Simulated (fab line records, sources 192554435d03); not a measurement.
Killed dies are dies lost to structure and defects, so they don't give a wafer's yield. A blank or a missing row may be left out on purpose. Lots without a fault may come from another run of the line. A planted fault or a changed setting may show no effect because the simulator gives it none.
Chamber matching | flow n5_finfet | N5_BEOL_M2_DEP_57 on pecvd-02: 3 sister chambers
The step deposits SiCN from 3MS/NH3, target thk 8 nm, time 14 s. 14 wafers are shown with their chamber, then 6 later ones without.

WAFERS WITH THEIR CHAMBER
wafer  | chamber | showerhead_vpp_V (V) | showerhead_plenum_p_Torr (Torr) | throttle_valve_pct (%)
L117.2 | 1       | 864                  | 3.676                           | 9.8
L117.3 | 0       | 945                  | 3.656                           | 9.2
L120.2 | 0       | 946                  | 3.647                           | 9.3
L120.5 | 0       | 939                  | 3.640                           | 9.1
L120.6 | 1       | 854                  | 3.675                           | 9.6
L126.4 | 2       | 828                  | 3.664                           | 9.1
L126.5 | 1       | 863                  | 3.675                           | 9.4
L126.6 | 2       | 819                  | 3.673                           | 9.3
L133.1 | 0       | 948                  | 3.644                           | 9.1
L133.4 | 0       | 939                  | 3.653                           | 9.0
L133.6 | 0       | 940                  | 3.646                           | 9.4
L137.2 | 2       | 825                  | 3.675                           | 8.3
L137.3 | 1       | 861                  | 3.678                           | 9.7
L137.5 | 2       | 826                  | 3.667                           | 8.4

SIGNATURES (means of the wafers above)
reading                  | chamber 0 | chamber 1 | chamber 2 | scatter within a chamber
showerhead_vpp_V         | 942.83    | 860.50    | 824.50    | 4.1
showerhead_plenum_p_Torr | 3.64767   | 3.67600   | 3.66975   | 0.00484
throttle_valve_pct       | 9.183     | 9.625     | 8.775     | 0.293
Rule: a wafer's distance from a chamber is the root of the sum, over the readings, of the square of ((its reading less the chamber's mean) divided by the reading's scatter). The wafer belongs to the nearest chamber; if the next one is less than 2 further off, it can't be placed. The scatter: the root of (the sum of the squares of (reading less its chamber's mean) over the shown wafers, divided by (wafers less chambers)).

WAFERS WITHOUT THEIR CHAMBER
wafer  | showerhead_vpp_V (V) | showerhead_plenum_p_Torr (Torr) | throttle_valve_pct (%)
L138.1 | 960                  | 3.635                           | 8.8
L138.2 | 830                  | 3.661                           | 8.4
L138.4 | 816                  | 3.660                           | 8.7
L139.2 | 846                  | 3.677                           | 9.3
L139.3 | 943                  | 3.645                           | 9.2
L139.4 | 924                  | 3.652                           | 9.1

WHICH CHAMBER EACH WENT THROUGH
wafer  | from the rows above | in truth
L138.1 | 0                   | 0
L138.2 | 2                   | 2
L138.4 | 2                   | 2
L139.2 | 1                   | 1
L139.3 | 0                   | 0
L139.4 | 0                   | 0
Placed correctly: 6 of 6. Can't be placed from these rows: 0. Placed wrongly: 0.
